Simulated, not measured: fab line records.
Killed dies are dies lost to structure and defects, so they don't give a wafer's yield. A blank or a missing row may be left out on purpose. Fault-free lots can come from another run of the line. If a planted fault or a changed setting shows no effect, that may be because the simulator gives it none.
fab line records	flow n5Finfet
record: lots: 24	wafers: 72	lastDay: 19
route steps=1938 shown BEOL_M14@1733 BEOL_M15@1784
lots that met no fault: taken from a fault-free run of the same line
startH: hours from the record's first day to the start of the lot's first wafer shown	waitH: hours from the lot's prior step to this one	" as in the row above	L1.1+2: several wafers, shown together as one row	- no value, or no start given	* or withheld: withheld	< > ~ a bound
route shown NAME@n: NAME is a module with steps in the file, n the number in the route of the first one	usual: average and standard deviation across the fault-free wafers	same: alike in all rows	chamber/n: place in a boat	sites: per-site readings	_std_site: standard deviation across them	_edge_site: outer sites' mean less inner sites'	radiusMm: for every site, how far away it sits from the centre of the wafer	mask NAME#n: copy n	behind: the last tool/chamber to shape the wafer	hold: cause of the lot's hold/its duration in hours/its outcome	device: transistor that didn't switch, given as n, p or np	end of line: the same wafers' tests at the end of the route	a step given without rows: its recipe and nothing more	killed: count of dies lost to structure and defects at first sort (not the wafer's yield)	map: shows each die of a wafer: x if killed, . if not, _ if none is there
set.NAME: the setting the step ran with; set.NAME@STEP: the setting that earlier step ran with	model.NAME: the simulator's own value behind a step, which no gauge read
route steps across a sampled set of lots; one table per step, one row per wafer
services: a tool's chamber out of use, with start hour (startH, from the record's first day; less than 0 if before it), hours out, and reason
== steps ==
step: N5_BEOL_M14_STRIP_64
recipe: chemistry: O2	powerW: 600	tempC: 60	pressureMtorr: 30	rfFrequencyHz: 6e+07	biasPowerW: 0	overashFraction: 0.3	o2FlowSccm: 225
usual: drypumpMotorCurrentA: 5.9/0.48	oesProductAu: 0.81/0.083	rfVppV: 3.7/0.52	showerheadPlenumPTorr: 2.09/0.084	throttleValvePct: 16.6/0.34
lot.wafer	tool	chamber	startH	waitH	drypumpMotorCurrentA	oesProductAu	rfHoursCounterH	rfVppV	showerheadPlenumPTorr	throttleValvePct
L074.1	rieDiel-04	2	-	-	5.6	0.68	229	3.6	2.00	17.1
L074.3	"	3	"	"	5.2	0.92	13	3.9	2.24	16.2
L074.6	"	3	"	"	5.2	0.92	-	3.2	2.24	16.2
L076.1	rieDiel-04	0	-	-	6.0	0.72	182	3.4	2.10	17.2
L076.4	"	3	"	"	5.2	0.90	-	3.6	2.24	16.2
L076.5	"	1	"	"	6.4	0.85	-	3.7	2.13	16.4
L077.1	rieDiel-04	1	-	-	6.4	0.83	61	3.1	2.13	16.4
L077.4	"	2	"	"	5.6	0.69	238	3.1	2.00	17.1
L077.5	"	3	"	"	5.2	0.89	-	3.9	2.23	16.2
L075.2	rieDiel-01	3	-	-	6.0	0.86	87	4.0	2.04	16.4
L075.4	"	0	"	"	6.4	0.67	243	3.8	2.14	17.0
L075.6	"	2	"	"	6.5	0.72	-	5.3	2.01	17.2
L078.1	rieDiel-03	1	-	-	5.2	0.87	45	3.9	2.14	16.3
L078.3	"	0	"	"	5.6	0.93	20	3.9	2.25	16.4
L078.4	"	0	"	"	5.6	0.92	-	3.8	2.25	16.4
L079.1	rieDiel-01	3	-	-	5.9	0.85	91	4.1	2.04	16.3
L079.4	"	1	"	"	5.7	0.83	76	4.0	2.03	16.7
L079.6	"	0	"	"	6.4	0.67	-	4.1	2.14	17.0
L080.1	rieDiel-01	2	-	-	6.6	0.72	205	3.1	2.01	17.2
L080.4	"	3	"	"	5.9	0.86	94	3.2	2.04	16.4
L080.6	"	0	"	"	6.4	0.67	-	4.1	2.14	17.0
L081.1	rieDiel-01	3	-	-	6.0	0.84	98	3.5	2.04	16.4
L081.3	"	2	"	"	6.5	0.71	210	3.8	2.01	17.2
L081.4	"	3	"	"	5.9	0.84	-	3.3	2.04	16.4
L084.1	rieDiel-01	2	-	-	6.5	0.72	212	3.3	2.01	17.2
L084.4	"	1	"	"	5.8	0.83	-	3.7	2.03	16.7
L084.6	"	2	"	"	6.5	0.71	-	4.5	2.01	17.2
L082.3	rieDiel-01	3	-	-	6.0	0.84	101	3.1	2.04	16.4
L082.4	"	3	"	"	6.0	0.85	-	3.4	2.04	16.4
L082.6	"	2	"	"	6.5	0.72	-	3.7	2.01	17.2
L083.2	rieDiel-01	1	-	-	5.8	0.83	87	4.3	2.03	16.8
L083.4	"	3	"	"	5.9	0.84	-	4.4	2.03	16.4
L083.6	"	2	"	"	6.6	0.72	-	3.7	2.01	17.2
L087.1	rieDiel-01	1	-	-	5.7	0.82	91	3.5	2.02	16.8
L087.2	"	2	"	"	6.6	0.71	218	3.0	2.01	17.2
L087.5	"	0	"	"	6.4	1.00	-	4.2	2.14	16.6
L085.2	rieDiel-03	2	-	-	5.3	0.70	197	3.2	2.00	16.5
L085.3	"	1	"	"	5.2	0.83	62	4.7	2.13	16.4
L085.4	"	0	"	"	5.6	0.89	34	3.0	2.24	16.4
L086.1	rieDiel-04	3	-	-	5.2	0.85	52	4.2	2.22	16.3
L086.5	"	2	"	"	5.6	0.95	-	4.1	2.26	16.7
L086.6	"	3	"	"	5.2	0.85	-	3.5	2.22	16.3
L090.3	rieDiel-03	2	-	-	5.3	0.70	205	3.8	2.00	16.6
L090.4	"	3	"	"	6.5	0.89	23	3.1	2.14	16.3
L090.5	"	3	"	"	6.5	0.89	-	3.6	2.14	16.3
L089.2	rieDiel-03	2	-	-	5.3	0.69	206	3.0	2.00	16.6
L089.3	"	3	"	"	6.5	0.88	26	4.3	2.14	16.3
L089.6	"	3	"	"	6.5	0.89	-	3.0	2.14	16.3
L088.1	rieDiel-03	1	-	-	5.2	0.82	72	3.2	2.13	16.4
L088.3	"	2	"	"	5.3	0.69	207	3.4	2.00	16.5
L088.6	"	0	"	"	5.6	0.88	-	3.4	2.24	16.4
L092.1	rieDiel-01	2	-	-	6.6	0.70	233	2.8	2.00	17.3
L092.2	"	0	"	"	6.4	0.93	18	4.0	2.13	16.6
L092.6	"	3	"	"	6.0	0.82	-	3.2	2.03	16.4
L091.1	rieDiel-01	0	-	-	6.4	0.92	20	3.7	2.13	16.6
L091.2	"	3	"	"	5.9	0.82	123	4.2	2.03	16.4
L091.6	"	2	"	"	6.5	0.69	-	3.4	2.00	17.3
L093.1	rieDiel-04	0	-	-	6.0	0.68	225	3.9	2.08	17.3
L093.4	"	1	"	"	6.4	0.79	99	4.1	2.11	16.5
L093.6	"	0	"	"	6.0	0.68	-	4.0	2.08	17.3
L095.2	rieDiel-01	1	-	-	5.8	0.80	112	3.9	2.02	16.8
L095.5	"	2	"	"	6.6	0.70	-	3.5	2.00	17.3
L095.6	"	1	"	"	5.8	0.80	-	3.7	2.02	16.8
L094.1	rieDiel-03	2	-	-	5.3	0.68	218	3.3	1.99	16.6
L094.2	"	0	"	"	5.7	0.87	57	3.3	2.23	16.4
L094.5	"	2	"	"	5.3	0.69	-	2.8	2.00	16.6
L096.2	rieDiel-03	3	-	-	6.5	0.86	38	4.4	2.14	16.3
L096.4	"	2	"	"	5.3	0.68	218	3.6	1.99	16.6
L096.5	"	0	"	"	5.6	0.86	-	3.2	2.23	16.4
L097.2	rieDiel-03	2	-	-	5.3	0.69	220	4.2	1.99	16.6
L097.3	"	3	"	"	6.5	0.87	40	4.5	2.14	16.4
L097.6	"	3	"	"	6.5	0.85	-	3.3	2.14	16.3
step: N5_BEOL_M14_INSPECT_55
recipe: inspectInstrument: darkfield	mode: postDep
usual: rawDefectCount: 67/20
lot.wafer	tool	chamber	startH	waitH	rawDefectCount
L074.1	defectInspect-02	-	288.81	0.0	49
L074.3	"	-	"	"	64
L074.6	"	-	"	"	64
L076.1	defectInspect-02	-	301.80	0.0	76
L076.4	"	-	"	"	62
L076.5	"	-	"	"	65
L077.1	defectInspect-01	-	319.98	0.0	54
L077.4	"	-	"	"	47
L077.5	"	-	"	"	48
L075.2	defectInspect-01	-	320.26	0.0	58
L075.4	"	-	"	"	83
L075.6	"	-	"	"	58
L078.1	defectInspect-02	-	328.57	0.0	49
L078.3	"	-	"	"	62
L078.4	"	-	"	"	104
L079.1	defectInspect-02	-	332.31	0.0	62
L079.4	"	-	"	"	87
L079.6	"	-	"	"	68
L080.1	defectInspect-02	-	341.87	0.0	75
L080.4	"	-	"	"	50
L080.6	"	-	"	"	100
L081.1	defectInspect-02	-	349.64	0.0	104
L081.3	"	-	"	"	81
L081.4	"	-	"	"	77
L084.1	defectInspect-01	-	353.27	0.0	48
L084.4	"	-	"	"	57
L084.6	"	-	"	"	50
L082.3	defectInspect-02	-	358.96	0.0	126
L082.4	"	-	"	"	55
L082.6	"	-	"	"	52
L083.2	defectInspect-01	-	359.16	0.0	48
L083.4	"	-	"	"	59
L083.6	"	-	"	"	50
L087.1	defectInspect-01	-	371.29	0.0	58
L087.2	"	-	"	"	54
L087.5	"	-	"	"	35
L085.2	defectInspect-02	-	377.26	0.0	77
L085.3	"	-	"	"	91
L085.4	"	-	"	"	31
L086.1	defectInspect-01	-	392.66	0.0	85
L086.5	"	-	"	"	55
L086.6	"	-	"	"	54
L090.3	defectInspect-02	-	398.83	0.0	55
L090.4	"	-	"	"	67
L090.5	"	-	"	"	61
L089.2	defectInspect-01	-	404.70	0.0	108
L089.3	"	-	"	"	80
L089.6	"	-	"	"	115
L088.1	defectInspect-01	-	406.72	0.0	55
L088.3	"	-	"	"	83
L088.6	"	-	"	"	56
L092.1	defectInspect-01	-	415.11	0.0	62
L092.2	"	-	"	"	48
L092.6	"	-	"	"	52
L091.1	defectInspect-01	-	419.33	0.0	56
L091.2	"	-	"	"	68
L091.6	"	-	"	"	40
L093.1	defectInspect-02	-	425.60	0.0	91
L093.4	"	-	"	"	93
L093.6	"	-	"	"	50
L095.2	defectInspect-01	-	432.43	0.0	75
L095.5	"	-	"	"	64
L095.6	"	-	"	"	135
L094.1	defectInspect-02	-	436.17	0.0	52
L094.2	"	-	"	"	68
L094.5	"	-	"	"	40
L096.2	defectInspect-01	-	439.84	0.0	53
L096.4	"	-	"	"	77
L096.5	"	-	"	"	87
L097.2	defectInspect-02	-	442.01	0.0	108
L097.3	"	-	"	"	107
L097.6	"	-	"	"	67
step: N5_BEOL_M15_OVL_MEAS_11
recipe: pointsPerWafer: 44
usual: V14_OVL: -1/5.3
lot.wafer	tool	chamber	startH	waitH	V14_OVL[nm]
L074.1	overlay-01	0	289.43	0.0	0
L074.3	"	0	"	"	1
L074.6	"	0	"	"	3
L076.1	overlay-02	0	302.56	0.0	-3
L076.4	"	0	"	"	-8
L076.5	"	0	"	"	-4
L077.1	overlay-02	0	320.61	0.0	1
L077.4	"	0	"	"	1
L077.5	"	0	"	"	6
L075.2	overlay-01	0	320.88	0.0	2
L075.4	"	0	"	"	-2
L075.6	"	0	"	"	1
L078.1	overlay-01	0	329.19	0.0	-1
L078.3	"	0	"	"	-1
L078.4	"	0	"	"	3
L079.1	overlay-02	0	332.93	0.0	-8
L079.4	"	0	"	"	-2
L079.6	"	0	"	"	2
L080.1	overlay-02	0	342.62	0.0	0
L080.4	"	0	"	"	-11
L080.6	"	0	"	"	-6
L081.1	overlay-01	0	350.39	0.0	-8
L081.3	"	0	"	"	-9
L081.4	"	0	"	"	-2
L084.1	overlay-02	0	353.89	0.0	0
L084.4	"	0	"	"	-6
L084.6	"	0	"	"	-4
L082.3	overlay-01	0	359.58	0.0	13
L082.4	"	0	"	"	9
L082.6	"	0	"	"	7
L083.2	overlay-02	0	359.89	0.0	2
L083.4	"	0	"	"	6
L083.6	"	0	"	"	-5
L087.1	overlay-01	0	372.04	0.0	4
L087.2	"	0	"	"	-7
L087.5	"	0	"	"	-11
L085.2	overlay-01	0	378.01	0.0	-8
L085.3	"	0	"	"	-4
L085.4	"	0	"	"	-2
L086.1	overlay-02	0	393.28	0.0	-1
L086.5	"	0	"	"	-2
L086.6	"	0	"	"	3
L090.3	overlay-02	0	399.58	0.0	6
L090.4	"	0	"	"	8
L090.5	"	0	"	"	7
L089.2	overlay-02	0	405.56	0.0	-6
L089.3	"	0	"	"	0
L089.6	"	0	"	"	-1
L088.1	overlay-01	0	407.46	0.0	2
L088.3	"	0	"	"	-6
L088.6	"	0	"	"	1
L092.1	overlay-01	0	415.73	0.0	-1
L092.2	"	0	"	"	11
L092.6	"	0	"	"	6
L091.1	overlay-02	0	420.08	0.0	7
L091.2	"	0	"	"	0
L091.6	"	0	"	"	-3
L093.1	overlay-02	0	426.34	0.0	1
L093.4	"	0	"	"	5
L093.6	"	0	"	"	9
L095.2	overlay-02	0	433.17	0.0	-8
L095.5	"	0	"	"	0
L095.6	"	0	"	"	6
L094.1	overlay-02	0	436.79	0.0	-4
L094.2	"	0	"	"	-8
L094.5	"	0	"	"	-1
L096.2	overlay-01	0	440.46	0.0	0
L096.4	"	0	"	"	2
L096.5	"	0	"	"	1
L097.2	overlay-02	0	442.63	0.0	4
L097.3	"	0	"	"	-2
L097.6	"	0	"	"	-1
step: N5_BEOL_M15_STRIP_62
recipe: chemistry: O2	powerW: 600	tempC: 60	pressureMtorr: 30	rfFrequencyHz: 6e+07	biasPowerW: 0	overashFraction: 0.3	o2FlowSccm: 225
usual: drypumpMotorCurrentA: 5.7/0.49	oesProductAu: 0.81/0.078	rfVppV: 3.7/0.49	showerheadPlenumPTorr: 2.09/0.084	throttleValvePct: 16.7/0.34
lot.wafer	tool	chamber	startH	waitH	drypumpMotorCurrentA	oesProductAu	rfHoursCounterH	rfVppV	showerheadPlenumPTorr	throttleValvePct
L074.1	rieDiel-02	2	-	-	5.3	0.77	153	3.1	2.01	16.8
L074.3	"	3	"	"	5.2	0.84	75	3.3	2.11	16.9
L074.6	"	3	"	"	5.2	0.85	-	4.6	2.11	16.8
L076.1	rieDiel-02	3	-	-	5.2	0.85	79	3.6	2.10	16.9
L076.4	"	0	"	"	6.1	0.89	25	3.1	2.12	16.0
L076.5	"	3	"	"	5.2	0.85	-	3.3	2.10	16.9
L077.1	rieDiel-05	2	-	-	6.0	0.72	185	3.5	2.17	17.1
L077.4	"	3	"	"	5.1	0.68	249	3.6	2.08	16.6
L077.5	"	1	"	"	5.6	0.94	-	4.0	2.15	16.4
L075.2	rieDiel-02	2	-	-	5.3	0.76	163	3.0	2.01	16.8
L075.4	"	0	"	"	6.1	0.88	30	3.4	2.12	16.0
L075.6	"	0	"	"	6.1	0.87	-	3.1	2.12	16.0
L078.1	rieDiel-06	1	-	-	6.5	0.71	222	3.5	2.07	17.2
L078.3	"	0	"	"	5.2	0.72	173	2.5	1.92	17.0
L078.4	"	1	"	"	6.5	0.71	-	3.2	2.07	17.1
L079.1	rieDiel-05	1	-	-	5.6	0.94	17	4.0	2.14	16.4
L079.4	"	1	"	"	5.6	0.94	-	4.3	2.14	16.4
L079.6	"	2	"	"	6.0	0.72	-	4.1	2.16	17.1
L080.1	rieDiel-05	1	-	-	5.7	0.93	21	3.9	2.14	16.4
L080.4	"	2	"	"	6.0	0.71	193	3.9	2.16	17.1
L080.6	"	3	"	"	5.2	1.00	-	3.0	2.08	16.2
L081.1	rieDiel-02	0	-	-	6.1	0.87	37	3.2	2.12	16.0
L081.3	"	3	"	"	5.3	0.83	94	3.7	2.10	16.9
L081.4	"	2	"	"	5.3	0.75	174	3.5	2.01	16.8
L084.1	rieDiel-02	3	-	-	5.2	0.83	94	3.0	2.10	16.9
L084.4	"	1	"	"	6.6	0.82	81	3.6	2.21	16.6
L084.6	"	0	"	"	6.1	0.87	-	4.4	2.12	16.0
L082.3	rieDiel-06	0	-	-	5.2	0.71	-	3.6	1.91	17.0
L082.4	"	2	"	"	6.1	0.84	-	4.4	2.12	16.8
L082.6	"	0	"	"	5.2	0.71	-	4.5	1.91	17.0
L083.2	rieDiel-05	3	-	-	5.2	0.96	6	3.1	2.07	16.2
L083.4	"	2	"	"	6.0	0.72	197	3.5	2.16	17.1
L083.6	"	3	"	"	5.2	0.96	-	3.4	2.07	16.2
L087.1	rieDiel-06	3	-	-	6.0	0.99	1	3.1	2.23	16.6
L087.2	"	1	"	"	6.4	0.70	234	3.5	2.07	17.2
L087.5	"	0	"	"	5.2	0.70	-	3.4	1.91	17.0
L085.2	rieDiel-02	3	-	-	5.2	0.82	100	3.3	2.10	16.9
L085.3	"	1	"	"	6.5	0.80	87	3.9	2.21	16.6
L085.4	"	0	"	"	6.1	0.86	44	2.5	2.12	16.0
L086.1	rieDiel-05	0	-	-	5.8	0.85	64	4.0	2.03	16.6
L086.5	"	3	"	"	5.1	0.94	-	4.0	2.07	16.2
L086.6	"	2	"	"	6.0	0.71	-	3.6	2.16	17.2
L090.3	rieDiel-02	3	-	-	5.2	0.81	106	2.7	2.10	16.9
L090.4	"	2	"	"	5.3	0.74	186	3.9	2.00	16.8
L090.5	"	3	"	"	5.2	0.81	-	3.2	2.10	16.9
L089.2	rieDiel-02	0	-	-	6.2	0.85	52	3.3	2.12	16.0
L089.3	"	1	"	"	6.5	0.79	94	3.4	2.21	16.6
L089.6	"	3	"	"	5.2	0.81	-	3.7	2.09	16.9
L088.1	rieDiel-02	0	-	-	6.1	0.86	53	4.8	2.11	16.0
L088.3	"	3	"	"	5.2	0.81	109	3.9	2.09	16.9
L088.6	"	3	"	"	5.2	0.82	-	3.5	2.09	16.9
L092.1	rieDiel-02	0	-	-	6.1	0.84	57	4.1	2.11	16.0
L092.2	"	3	"	"	5.2	0.81	113	4.1	2.09	16.9
L092.6	"	2	"	"	5.3	0.74	-	4.0	2.00	16.8
L091.1	rieDiel-05	1	-	-	5.6	0.89	44	4.0	2.14	16.4
L091.2	"	3	"	"	5.2	0.92	24	3.2	2.07	16.2
L091.6	"	0	"	"	5.8	0.84	-	4.0	2.03	16.6
L093.1	rieDiel-02	0	-	-	6.1	0.83	60	3.8	2.11	16.0
L093.4	"	2	"	"	5.3	0.74	195	4.0	2.00	16.8
L093.6	"	2	"	"	5.3	0.74	-	3.9	2.00	16.8
L095.2	rieDiel-06	3	-	-	6.0	0.93	19	4.0	2.22	16.6
L095.5	"	3	"	"	6.0	0.92	-	3.6	2.23	16.6
L095.6	"	0	"	"	5.3	0.70	-	4.5	1.90	17.1
L094.1	rieDiel-02	3	-	-	5.2	0.81	118	4.1	2.09	16.9
L094.2	"	0	"	"	6.1	0.84	63	3.8	2.11	16.1
L094.5	"	3	"	"	5.2	0.80	-	2.8	2.09	17.0
L096.2	rieDiel-02	0	-	-	6.1	0.84	65	4.1	2.11	16.1
L096.4	"	3	"	"	5.3	0.80	120	3.4	2.09	16.9
L096.5	"	3	"	"	5.3	0.80	-	3.9	2.09	16.9
L097.2	rieDiel-06	2	-	-	6.1	0.81	98	4.6	2.11	16.9
L097.3	"	3	"	"	6.0	0.92	24	4.4	2.22	16.6
L097.6	"	0	"	"	5.2	0.69	-	4.0	1.90	17.1
step: N5_BEOL_M15_PRE_CLEAN_42
recipe: gas: H2/He	timeS: 30	tempC: 300
usual: heaterPowerW: 444/52
lot.wafer	tool	chamber	startH	waitH	heaterPowerW
L074.1	pvdSputter-01	-	292.29	0.0	412
L074.3	"	-	"	"	434
L074.6	"	-	"	"	489
L076.1	pvdSputter-02	-	308.30	0.0	459
L076.4	"	-	"	"	536
L076.5	"	-	"	"	395
L077.1	pvdSputter-01	-	323.89	0.0	483
L077.4	"	-	"	"	400
L077.5	"	-	"	"	401
L075.2	pvdSputter-01	-	324.21	0.0	407
L075.4	"	-	"	"	498
L075.6	"	-	"	"	405
L078.1	pvdSputter-03	-	332.13	0.0	486
L078.3	"	-	"	"	394
L078.4	"	-	"	"	380
L079.1	pvdSputter-01	-	336.10	0.0	498
L079.4	"	-	"	"	407
L079.6	"	-	"	"	452
L080.1	pvdSputter-02	-	349.11	0.0	453
L080.4	"	-	"	"	545
L080.6	"	-	"	"	463
L081.1	pvdSputter-03	-	360.81	0.0	379
L081.3	"	-	"	"	362
L081.4	"	-	"	"	479
L084.1	pvdSputter-03	-	361.29	0.0	396
L084.4	"	-	"	"	357
L084.6	"	-	"	"	484
L082.3	pvdSputter-03	-	363.11	0.0	404
L082.4	"	-	"	"	385
L082.6	"	-	"	"	484
L083.2	pvdSputter-02	-	365.32	0.0	385
L083.4	"	-	"	"	462
L083.6	"	-	"	"	546
L087.1	pvdSputter-01	-	375.49	0.0	514
L087.2	"	-	"	"	416
L087.5	"	-	"	"	492
L085.2	pvdSputter-01	-	383.77	0.0	445
L085.3	"	-	"	"	491
L085.4	"	-	"	"	409
L086.1	pvdSputter-01	-	400.77	0.0	482
L086.5	"	-	"	"	492
L086.6	"	-	"	"	407
L090.3	pvdSputter-02	-	401.96	0.0	551
L090.4	"	-	"	"	461
L090.5	"	-	"	"	541
L089.2	pvdSputter-02	-	408.68	0.0	542
L089.3	"	-	"	"	460
L089.6	"	-	"	"	405
L088.1	pvdSputter-01	-	412.23	0.0	449
L088.3	"	-	"	"	414
L088.6	"	-	"	"	497
L092.1	pvdSputter-02	-	422.62	0.0	452
L092.2	"	-	"	"	399
L092.6	"	-	"	"	442
L091.1	pvdSputter-02	-	423.10	0.0	387
L091.2	"	-	"	"	448
L091.6	"	-	"	"	454
L093.1	pvdSputter-01	-	430.36	0.0	409
L093.4	"	-	"	"	444
L093.6	"	-	"	"	483
L095.2	pvdSputter-03	-	436.19	0.0	365
L095.5	"	-	"	"	490
L095.6	"	-	"	"	359
L094.1	pvdSputter-02	-	439.51	0.0	538
L094.2	"	-	"	"	397
L094.5	"	-	"	"	528
L096.2	pvdSputter-02	-	443.31	0.0	446
L096.4	"	-	"	"	541
L096.5	"	-	"	"	395
L097.2	pvdSputter-01	-	445.44	0.0	453
L097.3	"	-	"	"	493
L097.6	"	-	"	"	409
step: N5_BEOL_M15_SPUTTER_43
recipe: material: TaN	targetThkA: 150	tempC: 50	biasV: 168.6	powerW: 15000	chamberPressurePa: 0.12	timeS: 24.19
usual: substrateTempC: 50.00/0.12	throttleValvePct: 29.9/1.1
lot.wafer	tool	chamber	startH	waitH	substrateTempC	throttleValvePct
L074.1	pvdSputter-01	-	292.33	0.0	50.00	31.2
L074.3	"	-	"	"	49.95	29.8
L074.6	"	-	"	"	50.15	29.6
L076.1	pvdSputter-02	-	308.34	0.0	50.05	29.6
L076.4	"	-	"	"	50.05	29.8
L076.5	"	-	"	"	49.83	31.9
L077.1	pvdSputter-01	-	323.93	0.0	49.90	29.8
L077.4	"	-	"	"	49.63	31.2
L077.5	"	-	"	"	49.82	31.1
L075.2	pvdSputter-01	-	324.25	0.0	50.00	30.9
L075.4	"	-	"	"	50.04	27.6
L075.6	"	-	"	"	50.22	31.1
L078.1	pvdSputter-03	-	332.17	0.0	50.04	28.4
L078.3	"	-	"	"	49.74	30.4
L078.4	"	-	"	"	50.00	30.4
L079.1	pvdSputter-01	-	336.14	0.0	50.06	27.5
L079.4	"	-	"	"	50.05	31.0
L079.6	"	-	"	"	49.94	30.0
L080.1	pvdSputter-02	-	349.15	0.0	50.09	29.6
L080.4	"	-	"	"	50.14	29.9
L080.6	"	-	"	"	50.11	29.7
L081.1	pvdSputter-03	-	360.85	0.0	50.00	30.2
L081.3	"	-	"	"	49.91	29.0
L081.4	"	-	"	"	49.94	28.5
L084.1	pvdSputter-03	-	361.33	0.0	49.93	30.8
L084.4	"	-	"	"	49.84	29.2
L084.6	"	-	"	"	50.05	28.3
L082.3	pvdSputter-03	-	363.15	0.0	50.07	30.3
L082.4	"	-	"	"	49.96	30.7
L082.6	"	-	"	"	49.95	28.5
L083.2	pvdSputter-02	-	365.36	0.0	49.96	31.9
L083.4	"	-	"	"	49.93	29.7
L083.6	"	-	"	"	49.99	29.6
L087.1	pvdSputter-01	-	375.53	0.0	50.09	29.5
L087.2	"	-	"	"	50.23	30.7
L087.5	"	-	"	"	49.96	27.6
L085.2	pvdSputter-01	-	383.81	0.0	50.00	30.1
L085.3	"	-	"	"	50.03	29.7
L085.4	"	-	"	"	50.05	30.9
L086.1	pvdSputter-01	-	400.81	0.0	50.16	29.7
L086.5	"	-	"	"	50.07	29.6
L086.6	"	-	"	"	49.98	31.5
L090.3	pvdSputter-02	-	402.00	0.0	49.99	30.0
L090.4	"	-	"	"	50.00	29.4
L090.5	"	-	"	"	49.93	30.0
L089.2	pvdSputter-02	-	408.72	0.0	50.15	30.0
L089.3	"	-	"	"	49.91	29.4
L089.6	"	-	"	"	50.12	30.3
L088.1	pvdSputter-01	-	412.27	0.0	49.84	29.8
L088.3	"	-	"	"	50.08	31.1
L088.6	"	-	"	"	49.89	29.7
L092.1	pvdSputter-02	-	422.66	0.0	50.16	29.5
L092.2	"	-	"	"	50.04	30.1
L092.6	"	-	"	"	50.08	29.7
L091.1	pvdSputter-02	-	423.14	0.0	49.91	30.4
L091.2	"	-	"	"	50.03	29.6
L091.6	"	-	"	"	50.10	29.6
L093.1	pvdSputter-01	-	430.40	0.0	50.03	31.1
L093.4	"	-	"	"	50.09	30.1
L093.6	"	-	"	"	50.09	27.8
L095.2	pvdSputter-03	-	436.23	0.0	50.12	29.2
L095.5	"	-	"	"	50.12	28.5
L095.6	"	-	"	"	49.92	29.2
L094.1	pvdSputter-02	-	439.55	0.0	49.93	29.6
L094.2	"	-	"	"	50.02	30.5
L094.5	"	-	"	"	49.68	29.7
L096.2	pvdSputter-02	-	443.35	0.0	50.03	29.6
L096.4	"	-	"	"	50.03	29.9
L096.5	"	-	"	"	49.95	31.9
L097.2	pvdSputter-01	-	445.48	0.0	50.18	29.9
L097.3	"	-	"	"	50.10	27.9
L097.6	"	-	"	"	50.10	31.0
== services ==
tool	chamber	startH	hours	kind
rieDiel-05	1	264.80	-	clean
rieDiel-05	1	264.80	-	consumableReplace:focusRing
rieDiel-05	1	264.80	21.0	scheduledDown
rieDiel-05	1	264.80	21.0	ventCycle
rieDiel-04	2	296.24	7.2	repair
rieDiel-06	-	299.45	1.1	repair
rieDiel-03	3	303.59	-	clean
rieDiel-03	3	303.59	-	consumableReplace:focusRing
rieDiel-03	3	303.59	24.1	scheduledDown
rieDiel-03	3	303.59	24.1	ventCycle
rieDiel-05	2	308.01	10.4	repair
rieDiel-05	3	329.66	-	clean
rieDiel-05	3	329.66	-	consumableReplace:focusRing
rieDiel-01	0	335.79	-	clean
rieDiel-01	0	335.79	-	consumableReplace:focusRing
rieDiel-03	0	346.69	3.6	repair
rieDiel-02	0	347.03	9.0	repair
rieDiel-06	1	354.73	9.2	repair
rieDiel-03	3	355.22	1.7	repair
rieDiel-03	0	357.58	3.6	repair
rieDiel-04	0	357.66	5.9	repair
rieDiel-03	-	374.21	0.7	repair
pvdSputter-02	-	382.94	2.5	repair
rieDiel-01	-	443.95	0.1	repair
== key ==
fault none
